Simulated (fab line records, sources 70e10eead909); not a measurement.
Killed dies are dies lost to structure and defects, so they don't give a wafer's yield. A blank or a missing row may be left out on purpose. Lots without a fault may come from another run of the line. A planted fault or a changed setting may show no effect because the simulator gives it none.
A struck lot beside a sound one | flow nand_harc | 12 steps out of a route of 1159
Sound: wafers L552.1, L552.2, L552.5. Struck: wafers L565.1, L565.3. (L565.5 of the same lot was not struck and is left out.) The cause comes at the end.
At each step with rows: each side's tool, then ch and its chambers, then its first start. Under that, the readings that differ: sound wafers | struck wafers | difference of the means | sigmas: that difference in standard deviations of wafers without a fault.
alike: readings whose means differ by less than 2 such deviations, and words and numbers that are the same on both sides. not compared: withheld readings, readings that some wafer has no value for, bounds like >300 that may hide the same value, and numbers for which the record gives no deviation and whose values overlap.
The two part at a step that has a row with sigmas, a row that says differs or no value, or rows on one side only. Numbers that don't overlap but have no deviation are shown without sigmas and don't part them. A reading that every wafer of one side lacks parts them only if that side has two wafers or more.

NHARC_A_SLIT_ETCH_29: etches the open film in CF4/O2, target depth 100 nm, overetch 10 nm, time 55 s.
  sound on rie_diel-11 ch 0,2, day 15 15:34; struck on rie_diel-10 ch 0,1, day 18 16:32
  alike: drypump_motor_current_A, oes_product_au, rf_vpp_V, showerhead_plenum_p_Torr, throttle_valve_pct
  not compared: rf_hours_counter_h
NHARC_A_SLIT_STRIP_18: strips in O2.
  sound on rie_diel-11 ch 0,2,3; struck on rie_diel-10 ch 1,2
  alike: drypump_motor_current_A, oes_product_au, rf_vpp_V, showerhead_plenum_p_Torr, throttle_valve_pct
  not compared: rf_hours_counter_h
then, 2 steps without rows for these wafers: NHARC_A_SLIT_PRECLEAN_19 (cleans in SC1); NHARC_A_SLIT_SRD_20.
NHARC_A_SLIT_CD_MEAS_21:
  sound on cd_sem-01, day 15 16:07; struck on cd_sem-01, day 18 17:04
  alike: cd_nm
then, 3 steps without rows for these wafers: NHARC_A_SIN_REMOVE_WET_00 (chemistry H3PO4, time 15300 s); NHARC_A_SIN_REMOVE_PRECLEAN_01 (cleans in SC1); NHARC_A_SIN_REMOVE_SRD_02.
NHARC_A_SIN_REMOVE_INSPECT_04:
  sound on defect_inspect-01, day 15 23:47; struck on defect_inspect-01, day 18 22:43
  alike: raw_defect_count
NHARC_A_WL_FILL_ALD_00: deposits Al2O3, target thk 3 nm, pulse time 3 s, ald cycles 30.
  sound on ald_hk-04 ch 1,3, day 15 23:53; struck on ald_hk-04 ch 0,2, day 18 22:47
  alike: heater_power_w, precursor_pulse_height_rel
  not compared: ald_cycles
NHARC_A_WL_FILL_RTA_01: time 5 s.
  sound on rtp_anneal-02 ch 0, day 16 00:08; struck on rtp_anneal-01 ch 0, day 18 23:11
  alike: lamp_power_pct, wafer_temp_C_max
NHARC_A_WL_FILL_ALD_02: deposits TiN, target thk 2 nm, pulse time 3 s, ald cycles 100.
  sound on ald_metal-02 ch 1,2,3, day 16 00:21; struck on ald_metal-02 ch 0,1, day 18 23:25
  reading    | sound       | struck | difference | sigmas
  ald_cycles | 100 100 100 | 65 65  | -35        |
  alike: heater_power_w, precursor_pulse_height_rel

WHERE THEY PART
Nowhere in this record.

WHY: what the simulator had put in
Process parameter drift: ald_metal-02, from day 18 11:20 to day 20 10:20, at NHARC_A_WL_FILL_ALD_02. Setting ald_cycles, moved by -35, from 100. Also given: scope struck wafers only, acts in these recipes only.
